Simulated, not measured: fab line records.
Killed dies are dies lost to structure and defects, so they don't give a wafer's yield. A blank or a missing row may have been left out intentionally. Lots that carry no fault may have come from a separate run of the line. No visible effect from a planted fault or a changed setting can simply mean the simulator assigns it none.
fab line records	flow n5Finfet	part 2 of 2: steps 4 to 6 of 6
record lots=22	wafers=66	lastDay=19
route steps=1938 shown MOL_CONTACT_COAG@577 BEOL_M0_SAQP@640
lots that met no fault: taken from a fault-free run of the same line
startH: start of the lot's first displayed wafer, in hours after the record's first day	waitH: hours since the lot's step before	" the same as in the row above	L1.1+2: a single row standing in for several wafers	- no value present, or no start provided	* or withheld: withheld	< > ~ a bound
route shown NAME@n: a module of which the file shows steps, and the number in the route of the first	usual: average and standard deviation across the fault-free wafers	same: alike in all rows	chamber/n: place in a boat	sites: per-site readings	_std_site: how widely they spread, as a standard deviation	_edge_site: outer sites' mean less inner sites'	radiusMm: for every site, how far away it sits from the centre of the wafer	mask NAME#n: copy n	behind: tool/chamber where the wafer was last shaped	hold: the reason the lot was held/the length of the hold in hours/how it ended	device: transistor that didn't switch, given as n, p or np	end of line: tests of these same wafers at the route's end	where a step has no rows: the recipe by itself	killed: the dies lost at the first sort to structure and to defects; this is not the yield of the wafer	map: dies across one wafer; x = killed, . = not, _ = none there
set.NAME: the setting as run; set.NAME@STEP: as run at that earlier step	model.NAME: the simulator's own value behind a step, which no gauge read
the route's steps for a sample of lots (tables are steps, rows are wafers)
services: from which hour (startH, from the record's first day; less than 0 if before it) a tool's chamber was out of use, for how many hours, and why
## steps
# step N5_MOL_CONTACT_COAG_STRIP_96
# recipe chemistry=N2/H2	powerW=500	tempC=40	pressureMtorr=50	rfFrequencyHz=6e+07	overashFraction=0.3	biasPowerW=28	h2Frac=0.5	n2FlowSccm=300	h2FlowSccm=300
# usual drypumpMotorCurrentA=5.9/0.37	oesProductAu=0.79/0.079	rfVppV=122.0/1.4	showerheadPlenumPTorr=3.40/0.15	throttleValvePct=18.90/0.24
lot.wafer	tool	chamber	startH	waitH	drypumpMotorCurrentA	oesProductAu	rfHoursCounterH	rfVppV	showerheadPlenumPTorr	throttleValvePct
L075.1	rieDiel-02	1	109.17	0.0	5.5	0.84	57	122.7	3.54	18.65
L075.4	"	2	"	"	6.4	0.68	224	120.3	3.32	19.33
L075.5	"	1	"	"	5.5	0.84	-	122.3	3.54	18.63
L076.1	rieDiel-04	0	115.13	0.0	6.4	0.93	21	122.1	3.56	18.80
L076.5	"	1	"	"	6.1	0.74	-	122.0	3.20	18.69
L076.6	"	2	"	"	6.1	0.90	-	121.8	3.29	19.01
L077.2	rieDiel-04	2	118.81	0.0	6.1	0.91	35	124.6	3.29	19.02
L077.3	"	0	"	"	6.4	0.93	22	122.8	3.56	18.82
L077.6	"	0	"	"	6.4	0.93	-	125.6	3.56	18.79
L078.2	rieDiel-04	2	123.84	0.0	6.1	0.90	37	120.7	3.29	19.03
L078.5	"	0	"	"	6.4	0.93	-	122.5	3.56	18.79
L078.6	"	1	"	"	6.1	0.73	-	121.9	3.20	18.69
L079.3	rieDiel-02	2	130.72	0.0	6.4	0.68	229	120.5	3.32	19.33
L079.4	"	3	"	"	5.9	0.73	171	123.0	3.49	18.99
L079.6	"	2	"	"	6.4	0.67	-	122.0	3.32	19.35
L080.1	rieDiel-04	2	134.38	0.0	6.1	0.90	41	122.6	3.28	19.04
L080.2	"	0	"	"	6.4	0.92	28	122.9	3.56	18.82
L080.6	"	3	"	"	6.0	0.74	-	119.5	3.34	18.90
L082.1	rieDiel-04	1	149.59	0.0	6.1	0.74	200	119.2	3.19	18.71
L082.2	"	0	"	"	6.4	0.90	34	123.7	3.55	18.83
L082.6	"	0	"	"	6.4	0.90	-	121.4	3.55	18.82
L083.1	rieDiel-05	2	157.06	0.0	5.8	0.94	6	123.1	3.58	18.65
L083.3	"	3	"	"	6.3	0.70	231	123.3	3.46	19.34
L083.5	"	3	"	"	6.3	0.71	-	120.9	3.46	19.33
L084.1	rieDiel-05	2	160.74	0.0	5.9	0.93	6	124.2	3.58	18.63
L084.2	"	0	"	"	5.6	0.75	158	121.4	3.49	18.62
L084.5	"	0	"	"	5.6	0.75	-	122.1	3.49	18.62
L086.1	rieDiel-05	0	173.62	0.0	5.5	0.75	162	122.6	3.49	18.65
L086.4	"	3	"	"	6.3	0.70	236	121.0	3.45	19.34
L086.5	"	0	"	"	5.5	0.75	-	123.1	3.49	18.62
L085.1	rieDiel-05	0	174.11	0.0	5.6	0.75	163	122.2	3.49	18.65
L085.2	"	1	"	"	5.4	0.76	136	121.1	3.11	19.09
L085.6	"	0	"	"	5.5	0.75	-	121.3	3.49	18.64
L087.1	rieDiel-02	0	182.33	0.0	5.3	0.86	38	119.9	3.56	18.64
L087.5	"	0	"	"	5.3	0.86	-	123.7	3.56	18.65
L087.6	"	1	"	"	5.5	0.81	-	122.7	3.53	18.67
L088.1	rieDiel-05	0	183.27	0.0	5.5	0.74	166	123.2	3.48	18.64
L088.2	"	2	"	"	5.8	0.90	14	123.1	3.58	18.65
L088.5	"	0	"	"	5.5	0.74	-	121.7	3.48	18.65
L089.1	rieDiel-02	0	191.57	0.0	5.3	0.86	41	122.4	3.56	18.66
L089.2	"	3	"	"	5.9	0.72	191	123.5	3.48	19.04
L089.5	"	3	"	"	5.9	0.73	-	123.7	3.48	19.03
L090.1	rieDiel-04	2	194.35	0.0	6.1	0.86	62	121.4	3.27	19.05
L090.4	"	0	"	"	6.4	0.89	49	122.9	3.55	18.85
L090.5	"	3	"	"	6.0	0.73	-	122.2	3.33	18.94
L091.3	rieDiel-04	1	199.33	0.0	6.1	0.72	219	121.4	3.18	18.72
L091.4	"	2	"	"	6.1	0.85	64	121.6	3.27	19.07
L091.5	"	2	"	"	6.1	0.85	-	121.6	3.27	19.06
L092.1	rieDiel-02	1	205.14	0.0	5.5	0.80	91	123.3	3.52	18.69
L092.3	"	0	"	"	5.3	0.85	47	122.2	3.55	18.66
L092.5	"	1	"	"	5.5	0.79	-	122.0	3.52	18.71
L093.3	rieDiel-02	1	213.09	0.0	5.5	0.80	95	121.8	3.52	18.70
L093.5	"	0	"	"	5.3	0.84	-	122.5	3.55	18.66
L093.6	"	3	"	"	5.9	0.72	-	123.2	3.47	19.04
L094.1	rieDiel-04	3	218.75	0.0	6.0	0.73	214	122.3	3.32	18.95
L094.2	"	1	"	"	6.1	0.71	228	121.7	3.18	18.74
L094.4	"	2	"	"	6.1	0.84	73	119.3	3.27	19.09
L095.2	rieDiel-05	3	223.06	0.0	6.4	0.70	251	121.4	3.45	19.37
L095.5	"	2	"	"	5.8	0.89	-	121.3	3.57	18.66
L095.6	"	3	"	"	6.4	0.69	-	122.7	3.45	19.36
L096.1	rieDiel-02	2	227.62	0.0	6.4	0.98	3	122.4	3.31	18.97
L096.2	"	0	"	"	5.3	0.84	57	122.9	3.55	18.68
L096.3	"	3	"	"	5.9	0.72	206	124.8	3.47	19.04
L097.2	rieDiel-04	0	234.48	0.0	6.4	0.87	64	124.3	3.54	18.87
L097.4	"	1	"	"	6.1	0.71	234	119.6	3.18	18.76
L097.6	"	0	"	"	6.4	0.87	-	123.4	3.54	18.88
# step N5_MOL_CONTACT_COAG_CD_MEAS_137
# recipe targetCdNm=16
# usual cdNm=15.9/0.31
lot.wafer	tool	chamber	startH	waitH	cdNm
L075.1	cdSem-01	-	109.45	0.0	16.5
L075.4	"	-	"	"	16.3
L075.5	"	-	"	"	16.4
L076.1	cdSem-03	-	115.40	0.0	15.8
L076.5	"	-	"	"	16.1
L076.6	"	-	"	"	15.8
L077.2	cdSem-02	-	119.08	0.0	16.1
L077.3	"	-	"	"	15.7
L077.6	"	-	"	"	15.7
L078.2	cdSem-01	-	124.11	0.0	15.9
L078.5	"	-	"	"	15.6
L078.6	"	-	"	"	16.0
L079.3	cdSem-03	-	130.99	0.0	16.4
L079.4	"	-	"	"	16.2
L079.6	"	-	"	"	16.3
L080.1	cdSem-03	-	134.67	0.0	16.3
L080.2	"	-	"	"	16.2
L080.6	"	-	"	"	16.1
L082.1	cdSem-01	-	149.89	0.0	16.1
L082.2	"	-	"	"	16.1
L082.6	"	-	"	"	15.7
L083.1	cdSem-03	-	157.33	0.0	15.8
L083.3	"	-	"	"	16.0
L083.5	"	-	"	"	16.0
L084.1	cdSem-03	-	161.02	0.0	15.7
L084.2	"	-	"	"	16.4
L084.5	"	-	"	"	16.4
L086.1	cdSem-02	-	173.89	0.0	15.4
L086.4	"	-	"	"	15.8
L086.5	"	-	"	"	15.3
L085.1	cdSem-02	-	174.38	0.0	15.8
L085.2	"	-	"	"	15.8
L085.6	"	-	"	"	15.1
L087.1	cdSem-03	-	182.59	0.0	16.0
L087.5	"	-	"	"	15.8
L087.6	"	-	"	"	16.3
L088.1	cdSem-03	-	183.54	0.0	15.9
L088.2	"	-	"	"	16.6
L088.5	"	-	"	"	16.0
L089.1	cdSem-01	-	191.84	0.0	16.2
L089.2	"	-	"	"	15.8
L089.5	"	-	"	"	15.9
L090.1	cdSem-01	-	194.62	0.0	15.4
L090.4	"	-	"	"	15.6
L090.5	"	-	"	"	15.8
L091.3	cdSem-01	-	199.60	0.0	15.7
L091.4	"	-	"	"	15.8
L091.5	"	-	"	"	15.8
L092.1	cdSem-01	-	205.41	0.0	16.4
L092.3	"	-	"	"	16.6
L092.5	"	-	"	"	16.2
L093.3	cdSem-03	-	213.36	0.0	16.0
L093.5	"	-	"	"	15.6
L093.6	"	-	"	"	15.5
L094.1	cdSem-03	-	219.05	0.0	15.4
L094.2	"	-	"	"	16.1
L094.4	"	-	"	"	15.8
L095.2	cdSem-02	-	223.36	0.0	15.7
L095.5	"	-	"	"	16.1
L095.6	"	-	"	"	16.1
L096.1	cdSem-01	-	227.93	0.0	16.0
L096.2	"	-	"	"	16.2
L096.3	"	-	"	"	15.8
L097.2	cdSem-01	-	234.75	0.0	15.8
L097.4	"	-	"	"	15.8
L097.6	"	-	"	"	15.8
# step N5_BEOL_M0_SAQP_HM_DEP_111
# recipe material=SiO2	targetThkA=120	tempC=400	precursor=SiH4/N2O	pressureTorr=0.75	rfW=275	timeS=7.2
# usual heaterPowerW=706/73	showerheadPlenumPTorr=8.17/0.088
lot.wafer	tool	chamber	startH	waitH	heaterPowerW	showerheadPlenumPTorr
L075.1	pecvd-01	0	117.81	0.0	677	8.13
L075.4	"	2	"	"	583	8.14
L075.5	"	0	"	"	673	8.12
L076.1	pecvd-04	2	122.65	0.0	664	8.07
L076.5	"	1	"	"	842	8.47
L076.6	"	0	"	"	825	8.12
L077.2	pecvd-04	0	126.34	0.0	798	8.10
L077.3	"	1	"	"	866	8.48
L077.6	"	2	"	"	677	8.13
L078.2	pecvd-03	1	130.45	0.0	710	8.25
L078.5	"	2	"	"	830	8.07
L078.6	"	0	"	"	667	8.19
L079.3	pecvd-01	1	138.89	0.0	644	8.19
L079.4	"	0	"	"	699	8.12
L079.6	"	1	"	"	639	8.15
L080.1	pecvd-01	1	140.84	0.0	608	8.15
L080.2	"	2	"	"	669	8.12
L080.6	"	1	"	"	618	8.16
L082.1	pecvd-03	0	160.11	0.0	727	8.20
L082.2	"	2	"	"	724	8.09
L082.6	"	2	"	"	714	8.07
L083.1	pecvd-01	1	166.01	0.0	632	8.17
L083.3	"	0	"	"	634	8.11
L083.5	"	0	"	"	658	8.12
L084.1	pecvd-04	1	168.17	0.0	752	8.46
L084.2	"	2	"	"	651	8.11
L084.5	"	2	"	"	671	8.11
L086.1	pecvd-01	0	180.73	0.0	676	8.12
L086.4	"	2	"	"	624	8.14
L086.5	"	0	"	"	684	8.14
L085.1	pecvd-04	0	183.81	0.0	706	8.11
L085.2	"	1	"	"	780	8.47
L085.6	"	1	"	"	772	8.44
L087.1	pecvd-01	0	188.99	0.0	679	8.11
L087.5	"	2	"	"	663	8.13
L087.6	"	1	"	"	729	8.18
L088.1	pecvd-03	1	192.34	0.0	642	8.26
L088.2	"	0	"	"	776	8.17
L088.5	"	1	"	"	644	8.24
L089.1	pecvd-03	1	200.70	0.0	619	8.25
L089.2	"	2	"	"	754	8.09
L089.5	"	0	"	"	654	8.20
L090.1	pecvd-03	0	201.38	0.0	726	8.18
L090.4	"	1	"	"	688	8.21
L090.5	"	2	"	"	796	8.10
L091.3	pecvd-01	2	206.56	0.0	602	8.15
L091.4	"	0	"	"	684	8.11
L091.5	"	2	"	"	601	8.13
L092.1	pecvd-01	1	211.70	0.0	730	8.13
L092.3	"	2	"	"	659	8.13
L092.5	"	0	"	"	664	8.10
L093.3	pecvd-03	0	220.27	0.0	781	8.20
L093.5	"	0	"	"	785	8.19
L093.6	"	1	"	"	695	8.24
L094.1	pecvd-03	0	225.87	0.0	694	8.20
L094.2	"	2	"	"	811	8.09
L094.4	"	0	"	"	686	8.20
L095.2	pecvd-03	1	230.02	0.0	650	8.23
L095.5	"	2	"	"	835	8.09
L095.6	"	1	"	"	653	8.25
L096.1	pecvd-03	2	234.48	0.0	805	8.08
L096.2	"	1	"	"	752	8.23
L096.3	"	0	"	"	776	8.19
L097.2	pecvd-01	2	242.08	0.0	617	8.13
L097.4	"	0	"	"	565	8.10
L097.6	"	2	"	"	637	8.15
## services
tool	chamber	startH	hours	kind
rieDiel-02	-	85.35	0.4	repair
rieDiel-05	2	108.52	-	clean
rieDiel-05	2	108.52	-	consumableReplace:focusRing
rieDiel-05	2	108.52	-	consumableReplace:showerhead
rieDiel-05	2	108.52	29.3	scheduledDown
rieDiel-05	2	108.52	29.3	ventCycle
rieDiel-02	2	113.74	6.6	repair
pecvd-01	-	129.99	6.0	pm
pecvd-01	-	142.35	0.8	repair
pecvd-03	1	158.04	5.5	scheduledDown
pecvd-03	0	163.50	2.1	scheduledDown
rieDiel-02	2	193.76	-	clean
rieDiel-02	2	193.76	-	consumableReplace:focusRing
rieDiel-02	2	193.76	21.7	scheduledDown
rieDiel-02	2	193.76	21.7	ventCycle
pecvd-04	-	198.44	0.5	repair
pecvd-04	2	216.90	6.0	repair
rieDiel-05	3	226.36	1.8	repair
rieDiel-05	3	228.48	-	clean
rieDiel-05	3	228.48	-	consumableReplace:focusRing
rieDiel-05	3	228.48	13.1	scheduledDown
rieDiel-05	3	228.48	13.1	ventCycle
